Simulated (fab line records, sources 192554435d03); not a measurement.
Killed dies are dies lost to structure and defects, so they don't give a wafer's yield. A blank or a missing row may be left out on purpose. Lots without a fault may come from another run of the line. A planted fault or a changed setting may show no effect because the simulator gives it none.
Chamber matching | flow n5_finfet | N5_BEOL_M4_CMP_52 on cmp-03: 4 sister chambers
The step polishes, stops on SiOC, t overpolish 6.8 s, target thk 40 nm. 14 wafers are shown with their chamber, then 6 later ones without.

WAFERS WITH THEIR CHAMBER
wafer  | chamber | time_to_endpoint_s (s) | motor_current_A (A) | barrier_field_endpoint_s (s)
L744.1 | 1       | 51                     | 5.3                 | 23.0
L744.2 | 2       | 62                     | 5.7                 | 24.8
L744.6 | 1       | 50                     | 5.3                 | 23.0
L745.3 | 1       | 53                     | 5.2                 | 22.8
L745.4 | 3       | 65                     | 7.0                 | 26.0
L745.5 | 3       | 64                     | 6.4                 | 24.9
L749.4 | 1       | 49                     | 5.4                 | 22.4
L749.6 | 2       | 60                     | 6.2                 | 24.7
L752.4 | 0       | 63                     | 5.4                 | 24.6
L752.5 | 1       | 56                     | 5.2                 | 24.0
L752.6 | 2       | 64                     | 6.0                 | 24.5
L761.1 | 1       | 51                     | 5.3                 | 22.9
L761.2 | 2       | 63                     | 6.1                 | 24.1
L761.5 | 1       | 53                     | 5.4                 | 23.1

SIGNATURES (means of the wafers above)
reading                  | chamber 0 | chamber 1 | chamber 2 | chamber 3 | scatter within a chamber
time_to_endpoint_s       | 63.00     | 51.86     | 62.25     | 64.50     | 2.05
motor_current_A          | 5.400     | 5.300     | 6.000     | 6.700     | 0.19
barrier_field_endpoint_s | 24.600    | 23.029    | 24.525    | 25.450    | 0.48
Rule: a wafer's distance from a chamber is the root of the sum, over the readings, of the square of ((its reading less the chamber's mean) divided by the reading's scatter). The wafer belongs to the nearest chamber; if the next one is less than 2 further off, it can't be placed. The scatter: the root of (the sum of the squares of (reading less its chamber's mean) over the shown wafers, divided by (wafers less chambers)).

WAFERS WITHOUT THEIR CHAMBER
wafer  | time_to_endpoint_s (s) | motor_current_A (A) | barrier_field_endpoint_s (s)
L763.4 | 63                     | 5.4                 | 24.8
L763.5 | 64                     | 6.1                 | 25.0
L763.6 | 70                     | 6.9                 | 25.4
L765.2 | 60                     | 6.1                 | 23.1
L765.3 | 64                     | 7.1                 | 24.7
L765.5 | 53                     | 5.1                 | 23.6

WHICH CHAMBER EACH WENT THROUGH
wafer  | from the rows above     | in truth
L763.4 | 0                       | 0
L763.5 | can't be placed: 2 or 3 | 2
L763.6 | 3                       | 3
L765.2 | can't be placed: 2 or 0 | 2
L765.3 | 3                       | 3
L765.5 | 1                       | 1
Placed correctly: 4 of 6. Can't be placed from these rows: 2 (the true chamber is among the candidates in 2). Placed wrongly: 0.
